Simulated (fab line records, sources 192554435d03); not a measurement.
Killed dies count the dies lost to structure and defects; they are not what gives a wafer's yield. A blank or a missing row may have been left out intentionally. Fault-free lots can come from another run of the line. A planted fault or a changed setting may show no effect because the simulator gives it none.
fab line records    flow n5-finfet
record lots=4  wafers=12  last-day=16
route steps=1938 shown BEOL_M0_SAQP@686 BEOL_M4@1111 PASSIVATION@1936
lots untouched by any fault: they come from a run of this same line in which no faults occurred
start-h: hours from the record's first day to the start of the lot's first wafer shown    wait-h: time in hours since the lot's previous step    " unchanged from the row above    L1.1+2: a row that stands for several wafers    - either no value or no given start    * or withheld: withheld    < > ~ a bound
route shown NAME@n: NAME is a module with steps in the file, n the number in the route of the first one    usual: average and standard deviation across the fault-free wafers    same: alike in all rows    chamber/n: place in a boat    sites: readings site by site    _std_site: standard deviation across them    _edge_site: outer sites' mean less inner sites'    radius-mm: how far each site lies from the wafer's centre    mask NAME#n: copy n    behind: the most recent tool/chamber to have shaped the wafer    hold: why the lot went on hold/how many hours it stayed there/how the hold came to an end    device: whichever transistor did not switch (one of n, p or np)    end of line: the tests these same wafers got at the end of their route    step lacking rows: just its recipe    killed: dies lost to structure and defects at the first sort, not the wafer's yield    map: dies across one wafer; x = killed, . = not, _ = none there
set.NAME: the setting the step ran with; set.NAME@STEP: the setting that earlier step ran with    model.NAME: the simulator's own value behind a step, which no gauge read
a table for each step, a row for each wafer; lots at some steps of the route
services: from which hour (start-h, from the record's first day; less than 0 if before it) a tool's chamber was out of use, for how many hours, and why
## steps
# step N5_BEOL_M0_SAQP_EXPOSE_37
# recipe mask-id=M0_CUT1  na=0.33  source-shape=annular  sigma-inner=0.35  sigma-outer=0.8  polarization=unpolarized  target-cd-nm=30  dose-mj=44.75
# step N5_BEOL_M0_SAQP_PEB_38
# recipe peb-temp-c=100  peb-time-s=60  resist=CAR-EUV
# step N5_BEOL_M0_SAQP_DEVELOP_39
# recipe develop-time-s=30  developer=TMAH  resist=CAR-EUV  rinse-liquid=surfactant-rinse  dry=air-spin  dev-temp-c=23
# step N5_BEOL_M0_SAQP_DESCUM_45
# recipe chemistry=O2  time-s=7  source-power-w=50  bias-power-w=20  pressure-mtorr=20  rf-frequency-hz=2.712e+07  temp-c=40  resist=CAR-EUV  o2-flow-sccm=225
# step N5_BEOL_M0_SAQP_ETCH_88
# recipe chemistry=N2/H2  target=underlayer  target-depth-a=65  time-s=5.2  ion-energy-ev=200  mask-material=CAR-EUV  pressure-mtorr=30  source-w=840  bias-w=150  n2-flow-sccm=200  h2-flow-sccm=200  ends=cleared
# step N5_BEOL_M0_SAQP_ETCH_73
# recipe chemistry=CF4  target=SiARC  target-depth-a=195  mask-material=CAR-EUV  time-s=32.5  ion-energy-ev=80  pressure-mtorr=40  source-w=545  bias-w=36  Ar_flow_sccm=100  cf4-flow-sccm=100  ends=cleared
# step N5_BEOL_M0_SAQP_CUT_ETCH_46
# recipe chemistry=N2/H2  target=SOC  target-depth-a=1350  overetch-a=270  temp-c=40  time-s=202.5  ion-energy-ev=200  mask-material=SiARC  pressure-mtorr=30  source-w=840  bias-w=150  n2-flow-sccm=200  h2-flow-sccm=200
# step N5_BEOL_M0_SAQP_STRIP_74
# recipe chemistry=N2/H2  temp-c=40  n2-flow-sccm=200  h2-flow-sccm=200  rf-frequency-hz=6e+07
# step N5_BEOL_M0_SAQP_STRIP_89
# recipe chemistry=N2/H2  temp-c=40  n2-flow-sccm=200  h2-flow-sccm=200  rf-frequency-hz=6e+07
# step N5_BEOL_M0_SAQP_ALD_48
# recipe material=SiO2  target-thk-a=200  temp-c=100  ald-precursor-family=BDEAS  ald-co-reactant=O2-plasma  pulse-time-s=1  co-reactant-pulse-time-s=1  purge-time-s=2  co-reactant-purge-time-s=2  ald-cycles=139  pressure-torr=2
# usual ald-cycles=139/0  chamber-pressure-Torr=2.001/0.004  heater-power-w=80/8.4  precursor-pulse-height-rel=1.000/0.019  pulse-time-s=1/0
lot.wafer  tool        chamber  start-h  wait-h  ald-cycles  chamber-pressure-Torr  heater-power-w  precursor-pulse-height-rel  pulse-time-s
L903.2     ald-sin-03  2        178.60   0.9     -           -                      -               -                           -
L903.3     "           0        "        "       -           -                      -               -                           -
L903.4     "           1        "        "       -           -                      -               -                           -
L904.1     ald-sin-02  3        186.87   0.0     -           -                      -               -                           -
L904.5     "           0        "        "       -           -                      -               -                           -
L904.6     "           3        "        "       -           -                      -               -                           -
L912.1     ald-sin-02  0        228.95   0.0     139         1.995                  81              1.006                       1
L912.2     "           1        "        "       139         2.010                  81              1.016                       1
L912.4     "           1        "        "       139         2.000                  82              1.005                       1
L913.1     ald-sin-04  3        231.55   0.0     139         1.997                  62              0.968                       1
L913.3     "           0        "        "       139         2.000                  62              0.977                       1
L913.4     "           1        "        "       139         2.004                  79              0.994                       1
# step N5_BEOL_M0_SAQP_ETCH_49
# recipe chemistry=CF4/O2  target-depth-a=370  target=SiO2  pressure-mtorr=40  source-w=535  bias-w=49  Ar_flow_sccm=100  cf4-flow-sccm=100  O2_flow_sccm=10  ion-energy-ev=100
# step N5_BEOL_M4_RC_MEAS_101
# usual DIBL_N=35.8/1.6  DIBL_P=36.0/2.1  IOFF_N=0.153/0.026  IOFF_P=0.21/0.037  ION_N=673/11  ION_P=462/7.6  SS_N=71.4/0.53  SS_P=73.2/0.67  VT_N=250/3.2  VT_P=-250/3.7
lot.wafer  tool       chamber  start-h  wait-h  DIBL_N[mV/V]  DIBL_P[mV/V]  IOFF_N[nA/um]  IOFF_P[nA/um]  ION_N[uA/um]  ION_P[uA/um]  SS_N[mV/dec]  SS_P[mV/dec]  VT_N[mV]  VT_P[mV]
L913.1     prober-02  0        285.26   0.0     34.6          36.0          0.152          0.20           669           464           71.7          71.9          251       -249
L913.3     "          0        "        "       36.1          38.1          0.192          0.26           680           469           72.4          73.9          247       -248
L913.4     "          0        "        "       34.1          35.4          0.149          0.21           665           457           71.0          72.8          250       -248
L912.1     prober-01  0        289.30   0.0     38.0          39.5          0.183          0.24           679           465           72.1          74.6          252       -250
L912.2     "          0        "        "       39.4          40.2          0.217          0.27           695           469           72.5          74.8          249       -250
L912.4     "          0        "        "       36.0          35.2          0.145          0.18           667           454           71.4          73.5          251       -254
# step N5_PASSIVATION_PROBE_49
# usual defect-limited-yield=91.3/1.5  killed_at_M0_to_M3=33/12  killed_at_M4_up=13/5.2  killed-at-contacts=13/6.7  killed-at-front-end=40/11  killed-at-other=4.1/2.7  killed-dies=103/17  killed-on-rim=14/4.2  killed-open=69/13  killed-short=33/8.4  sort_bin_5_function=5.1/1  sort_bin_6_memory=3.2/0.62  sort-n-pass=1077/17  sort-yield-pct=91.3/1.5
# same gross-dies=1180  killed-at-back-side=0  sort_bin_4_leakage[%]=0  sort_bin_8_speed[%]=0
lot.wafer  tool       chamber  start-h  wait-h  defect-limited-yield[%]  killed_at_M0_to_M3  killed_at_M4_up  killed-at-contacts  killed-at-front-end  killed-at-other  killed-dies  killed-on-rim  killed-open  killed-short  sort_bin_5_function[%]  sort_bin_6_memory[%]  sort-n-pass  sort-yield-pct[%]
L904.1     prober-01  -        358.54   0.7     0                        1158                5                5                   11                   1                1180         152            21           7             72.5                    2.5                   0            0
L904.5     prober-01  -        358.74   0.9     0                        1165                6                2                   7                    0                1180         152            16           1             72.6                    3.1                   0            0
L904.6     prober-01  -        358.79   1.0     0                        1169                2                0                   9                    0                1180         152            9            5             72.8                    2.0                   0            0
L903.2     prober-01  -        364.52   0.1     0                        1163                4                5                   8                    0                1180         152            13           6             72.0                    4.2                   0            0
L903.3     prober-01  -        364.57   0.1     0                        1168                4                4                   4                    0                1180         152            14           3             75.8                    2.4                   0            0
L903.4     prober-01  -        364.62   0.2     0                        1160                3                6                   9                    2                1180         152            21           5             72.1                    2.9                   0            0
L913.1     prober-01  -        394.70   0.3     93.7                     19                  6                11                  34                   4                74           9              56           16            3.3                     2.9                   1106         93.7
L913.3     prober-01  -        394.80   0.4     93.3                     20                  17               13                  24                   5                79           16             55           23            3.7                     2.7                   1101         93.3
L913.4     prober-01  -        394.85   0.4     90.6                     36                  7                27                  37                   4                111          19             79           28            5.7                     3.3                   1069         90.6
# killed by level:class
L904.1 BEOL_M0_SAQP:lost-pattern=1143 BEOL_M0_SAQP:area-ald=9 STI_FIN_REVEAL:geometric-particle:open=5 MOL_CONTACT_COAG:geometric-particle:open=4 BEOL_M2:geometric-particle:open=3 BEOL_M4:geometric-particle:open=3 GATE_CUT:geometric-particle:open=2 STARTING-WAFER:geometric-particle:short=2
L904.5 BEOL_M0_SAQP:lost-pattern=1159 FIN_SAQP:geometric-particle:open=3 STI_FIN_REVEAL:geometric-particle:open=3 BEOL_M0_SAQP:area-ald=3 MOL_CONTACT_COAG:geometric-particle:open=2 BEOL_M4:geometric-particle:open=2 GATE_CUT:geometric-particle:open=1 BEOL_M1:geometric-particle:open=1
L904.6 BEOL_M0_SAQP:lost-pattern=1158 BEOL_M0_SAQP:area-ald=8 STI_FIN_REVEAL:geometric-particle:open=4 DUMMY_GATE:geometric-particle:open=2 FIN_SAQP:geometric-particle:short=1 STI_FIN_REVEAL:geometric-particle:short=1 GATE_CUT:geometric-particle:short=1 BEOL_M0:geometric-particle:open=1
L903.2 BEOL_M0_SAQP:lost-pattern=1159 MOL_CONTACT_COAG:geometric-particle:open=4 FIN_SAQP:geometric-particle:short=3 BEOL_M4:geometric-particle:open=3 FIN_SAQP:geometric-particle:open=2 BEOL_M0_SAQP:area-ald=2 STI_FIN_REVEAL:geometric-particle:open=1 MOL_CONTACT_COAG:geometric-particle:short=1
L903.3 BEOL_M0_SAQP:lost-pattern=1157 BEOL_M0_SAQP:area-ald=6 DUMMY_GATE:geometric-particle:open=3 MOL_CONTACT_COAG:geometric-particle:short=2 MOL_CONTACT_COAG:geometric-particle:open=2 BEOL_M1:geometric-particle:open=2 BEOL_M8:geometric-particle:open=2 STI_FIN_REVEAL:geometric-particle:open=1
L903.4 BEOL_M0_SAQP:lost-pattern=1152 MOL_CONTACT_COAG:geometric-particle:open=5 FIN_SAQP:geometric-particle:open=3 STI_FIN_REVEAL:geometric-particle:open=3 BEOL_M0_SAQP:geometric-particle:short=2 PASS1_CAP:geometric-particle:open=2 BEOL_M0_SAQP:area-ald=2 FIN_SAQP:geometric-particle:short=1
L913.1 MOL_CONTACT_COAG:geometric-particle:open=10 BEOL_M2:geometric-particle:open=8 STI_FIN_REVEAL:geometric-particle:open=6 DUMMY_GATE:geometric-particle:open=5 BEOL_M3:geometric-particle:open=5 BEOL_M4:geometric-particle:open=5 STARTING-WAFER:geometric-particle:open=5 GATE_CUT:geometric-particle:short=4
L913.3 MOL_CONTACT_COAG:geometric-particle:open=11 STI_FIN_REVEAL:geometric-particle:open=5 BEOL_M0_SAQP:geometric-particle:short=5 BEOL_M0_SAQP:geometric-particle:open=4 BEOL_M2:geometric-particle:open=4 BEOL_M5:geometric-particle:open=4 STARTING-WAFER:geometric-particle:short=4 GATE_CUT:geometric-particle:short=3
L913.4 MOL_CONTACT_COAG:geometric-particle:open=24 BEOL_M2:geometric-particle:open=8 BEOL_M1:geometric-particle:open=6 BEOL_M3:geometric-particle:open=6 FIN_SAQP:geometric-particle:open=5 BEOL_M0_SAQP:geometric-particle:open=5 STI_FIN_REVEAL:geometric-particle:open=4 SPACER0:geometric-particle:short=4
# map L903.2 (x killed, . not)
_________________xxxxxxxxxxxx________________
______________xxxxxxxxxxxxxxxxxx_____________
___________xxxxxxxxxxxxxxxxxxxxxxxx__________
__________xxxxxxxxxxxxxxxxxxxxxxxxxx_________
________xxxxxxxxxxxxxxxxxxxxxxxxxxxxxx_______
_______xxxxxxxxxxxxxxxxxxxxxxxxxxxxxxxx______
______xxxxxxxxxxxxxxxxxxxxxxxxxxxxxxxxxx_____
_____xxxxxxxxxxxxxxxxxxxxxxxxxxxxxxxxxxxx____
____xxxxxxxxxxxxxxxxxxxxxxxxxxxxxxxxxxxxxx___
___xxxxxxxxxxxxxxxxxxxxxxxxxxxxxxxxxxxxxxxx__
___xxxxxxxxxxxxxxxxxxxxxxxxxxxxxxxxxxxxxxxx__
__xxxxxxxxxxxxxxxxxxxxxxxxxxxxxxxxxxxxxxxxxx_
__xxxxxxxxxxxxxxxxxxxxxxxxxxxxxxxxxxxxxxxxxx_
_xxxxxxxxxxxxxxxxxxxxxxxxxxxxxxxxxxxxxxxxxxxx
_xxxxxxxxxxxxxxxxxxxxxxxxxxxxxxxxxxxxxxxxxxxx
_xxxxxxxxxxxxxxxxxxxxxxxxxxxxxxxxxxxxxxxxxxxx
_xxxxxxxxxxxxxxxxxxxxxxxxxxxxxxxxxxxxxxxxxxxx
_xxxxxxxxxxxxxxxxxxxxxxxxxxxxxxxxxxxxxxxxxxxx
_xxxxxxxxxxxxxxxxxxxxxxxxxxxxxxxxxxxxxxxxxxxx
_xxxxxxxxxxxxxxxxxxxxxxxxxxxxxxxxxxxxxxxxxxxx
_xxxxxxxxxxxxxxxxxxxxxxxxxxxxxxxxxxxxxxxxxxxx
__xxxxxxxxxxxxxxxxxxxxxxxxxxxxxxxxxxxxxxxxxx_
__xxxxxxxxxxxxxxxxxxxxxxxxxxxxxxxxxxxxxxxxxx_
___xxxxxxxxxxxxxxxxxxxxxxxxxxxxxxxxxxxxxxxx__
___xxxxxxxxxxxxxxxxxxxxxxxxxxxxxxxxxxxxxxxx__
____xxxxxxxxxxxxxxxxxxxxxxxxxxxxxxxxxxxxxx___
_____xxxxxxxxxxxxxxxxxxxxxxxxxxxxxxxxxxxx____
______xxxxxxxxxxxxxxxxxxxxxxxxxxxxxxxxxx_____
_______xxxxxxxxxxxxxxxxxxxxxxxxxxxxxxxx______
________xxxxxxxxxxxxxxxxxxxxxxxxxxxxxx_______
__________xxxxxxxxxxxxxxxxxxxxxxxxxx_________
___________xxxxxxxxxxxxxxxxxxxxxxxx__________
______________xxxxxxxxxxxxxxxxxx_____________
_________________xxxxxxxxxxxx________________
# map L904.1 (x killed, . not)
_________________xxxxxxxxxxxx________________
______________xxxxxxxxxxxxxxxxxx_____________
___________xxxxxxxxxxxxxxxxxxxxxxxx__________
__________xxxxxxxxxxxxxxxxxxxxxxxxxx_________
________xxxxxxxxxxxxxxxxxxxxxxxxxxxxxx_______
_______xxxxxxxxxxxxxxxxxxxxxxxxxxxxxxxx______
______xxxxxxxxxxxxxxxxxxxxxxxxxxxxxxxxxx_____
_____xxxxxxxxxxxxxxxxxxxxxxxxxxxxxxxxxxxx____
____xxxxxxxxxxxxxxxxxxxxxxxxxxxxxxxxxxxxxx___
___xxxxxxxxxxxxxxxxxxxxxxxxxxxxxxxxxxxxxxxx__
___xxxxxxxxxxxxxxxxxxxxxxxxxxxxxxxxxxxxxxxx__
__xxxxxxxxxxxxxxxxxxxxxxxxxxxxxxxxxxxxxxxxxx_
__xxxxxxxxxxxxxxxxxxxxxxxxxxxxxxxxxxxxxxxxxx_
_xxxxxxxxxxxxxxxxxxxxxxxxxxxxxxxxxxxxxxxxxxxx
_xxxxxxxxxxxxxxxxxxxxxxxxxxxxxxxxxxxxxxxxxxxx
_xxxxxxxxxxxxxxxxxxxxxxxxxxxxxxxxxxxxxxxxxxxx
_xxxxxxxxxxxxxxxxxxxxxxxxxxxxxxxxxxxxxxxxxxxx
_xxxxxxxxxxxxxxxxxxxxxxxxxxxxxxxxxxxxxxxxxxxx
_xxxxxxxxxxxxxxxxxxxxxxxxxxxxxxxxxxxxxxxxxxxx
_xxxxxxxxxxxxxxxxxxxxxxxxxxxxxxxxxxxxxxxxxxxx
_xxxxxxxxxxxxxxxxxxxxxxxxxxxxxxxxxxxxxxxxxxxx
__xxxxxxxxxxxxxxxxxxxxxxxxxxxxxxxxxxxxxxxxxx_
__xxxxxxxxxxxxxxxxxxxxxxxxxxxxxxxxxxxxxxxxxx_
___xxxxxxxxxxxxxxxxxxxxxxxxxxxxxxxxxxxxxxxx__
___xxxxxxxxxxxxxxxxxxxxxxxxxxxxxxxxxxxxxxxx__
____xxxxxxxxxxxxxxxxxxxxxxxxxxxxxxxxxxxxxx___
_____xxxxxxxxxxxxxxxxxxxxxxxxxxxxxxxxxxxx____
______xxxxxxxxxxxxxxxxxxxxxxxxxxxxxxxxxx_____
_______xxxxxxxxxxxxxxxxxxxxxxxxxxxxxxxx______
________xxxxxxxxxxxxxxxxxxxxxxxxxxxxxx_______
__________xxxxxxxxxxxxxxxxxxxxxxxxxx_________
___________xxxxxxxxxxxxxxxxxxxxxxxx__________
______________xxxxxxxxxxxxxxxxxx_____________
_________________xxxxxxxxxxxx________________
## services
tool        chamber  start-h  hours  kind
ald-sin-04  -        176.81   14.0   pm
ald-sin-04  0        176.81   14.0   vent-cycle
ald-sin-04  1        176.81   14.0   vent-cycle
ald-sin-04  2        176.81   14.0   vent-cycle
ald-sin-04  3        176.81   14.0   vent-cycle
ald-sin-02  -        177.32   6.1    pm
ald-sin-04  0        190.81   -      clean
ald-sin-04  1        190.81   -      clean
ald-sin-04  2        190.81   -      clean
ald-sin-04  3        190.81   -      clean
ald-sin-02  3        216.87   14.5   repair
## key
first-sign step=N5_BEOL_M0_SAQP_ALD_48  reading=tool-record  direction=missing
effect step=N5_PASSIVATION_PROBE_49  reading=killed_at_M0_to_M3  direction=up  sigmas=98  usual=33  struck=1164
met-at N5_BEOL_M0_SAQP_ALD_48
struck-wafers L903.2,L903.3,L903.4,L904.1,L904.5,L904.6
later-rows-left-out L903.2,L903.3,L903.4,L904.1,L904.5,L904.6
fault kind=skipped-step-whole  tool=ald-sin-02,ald-sin-03  chamber=-  onset-h=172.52  steps=N5_BEOL_M0_SAQP_ALD_48  scope=struck-lots-only
# later-rows-left-out: the simulator's readings of these wafers behind a module that went badly wrong aren't trusted and aren't shown, but for the sort
